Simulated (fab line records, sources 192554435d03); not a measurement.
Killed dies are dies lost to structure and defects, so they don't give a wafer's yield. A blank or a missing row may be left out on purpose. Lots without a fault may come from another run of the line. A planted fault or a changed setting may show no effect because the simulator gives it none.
Split-lot experiment | flow n5_finfet | 7 lots, 21 wafers read, on a route of 1938 steps

THE SPLIT
At N5_PASSIVATION_PASS_ETCH_47 (etches SiNx in CF4/O2, target depth 770 nm, time 385 s), the setting time_s was moved away from the recipe's 385 s on 7 of the 21 wafers read, by -20.5% to +19.0%. The other wafers ran this setting at the recipe's value.

The reading is taken at the split's own step.

THE READING
etch.depth_nm (the simulator's own value, which no gauge read), in nm, at N5_PASSIVATION_PASS_ETCH_47 (etches SiNx in CF4/O2, target depth 770 nm, time 385 s). The file gives no usual value for it. The 14 wafers here that ran the recipe average 771.0 nm, standard deviation 28 nm.

wafer  | tool, chamber at the split | time_s as run, s | against the recipe | etch.depth_nm, nm | against lot-mates on the recipe
L074.3 | rie_diel-04, 2             | 385              | recipe             | 722.5             | -
L074.4 | rie_diel-04, 3             | 385              | recipe             | 807.8             | -
L074.6 | rie_diel-04, 3             | 385              | recipe             | 800.4             | -
L076.1 | rie_diel-04, 0             | 385              | recipe             | 775.7             | -
L076.3 | rie_diel-04, 2             | 385              | recipe             | 709.8             | -
L076.4 | rie_diel-04, 3             | 385              | recipe             | 788.5             | -
L085.1 | rie_diel-01, 1             | 306              | -20.5%             | 598.4             | -201.6
L085.2 | rie_diel-01, 2             | 385              | recipe             | 800               | -
L085.6 | rie_diel-01, 2             | 306              | -20.5%             | 641               | -159.0
L086.1 | rie_diel-04, 0             | 385              | recipe             | 778.3             | -
L086.4 | rie_diel-04, 1             | 305.9            | -20.5%             | 611               | -171.6
L086.6 | rie_diel-04, 3             | 385              | recipe             | 786.9             | -
L089.1 | rie_diel-01, 0             | 352              | -8.6%              | 696.1             | -67.9
L089.4 | rie_diel-01, 3             | 352              | -8.6%              | 708.3             | -55.7
L089.6 | rie_diel-01, 0             | 385              | recipe             | 764               | -
L090.1 | rie_diel-01, 1             | 385              | recipe             | 772.9             | -
L090.3 | rie_diel-01, 2             | 458              | +19.0%             | 939.6             | +170.6
L090.6 | rie_diel-01, 3             | 385              | recipe             | 765.1             | -
L093.4 | rie_diel-05, 3             | 385              | recipe             | 743               | -
L093.5 | rie_diel-05, 2             | 385              | recipe             | 778.5             | -
L093.6 | rie_diel-05, 3             | 360.9            | -6.3%              | 707.4             | -53.4

THE FIT
A straight line over all 21 wafers: etch.depth_nm changes by +7.93 nm for each +1% of time_s; r = +0.94; the points scatter about the line by 26 nm.
The same after taking each lot's own level away (the mean of its wafers on the recipe; 21 wafers): +8.65 nm for each +1%; r = +0.96; scatter 23 nm.
On that fit, the largest move of time_s shifts the reading by 1.8e+02 nm.
The lots' own levels span 758.00 to 800.00 nm, that is 1.5 times the standard deviation above.
So the lot-to-lot level changes the slope little: the two slopes agree.
Check: with one of the wafers moved furthest among these (-20.5%) left out of the fit, the line predicts -178 nm for it against its lot-mates. It came out at -172 nm against them.

OTHER SPLITS ON THESE WAFERS
These wafers also went through other splits before the reading. Each is held against what the fit with the lots' levels taken away leaves over:
other split on the same wafers        | wafers away from the commonest value | r with etch.depth_nm (lot level and that fit taken away)
N5_BEOL_M11_ETCH_41 time_s            | 6                                    | -0.19
N5_BEOL_M12_COAT_65 spin_rpm          | 3                                    | +0.10
N5_BEOL_M15_ILD_DEP_00 time_s         | 5                                    | +0.03
N5_BEOL_M15_COAT_22 spin_rpm          | 6                                    | -0.08
N5_BEOL_M15_DEVELOP_27 develop_time_s | 6                                    | +0.14
N5_PASSIVATION_EXPOSE_07 dose_mj      | 9                                    | +0.01
N5_PASSIVATION_DESCUM_12 time_s       | 7                                    | -0.03

THE FILE'S OWN FIT
etch.depth_nm changes by +8.61 nm for each +1% of time_s, r = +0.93.
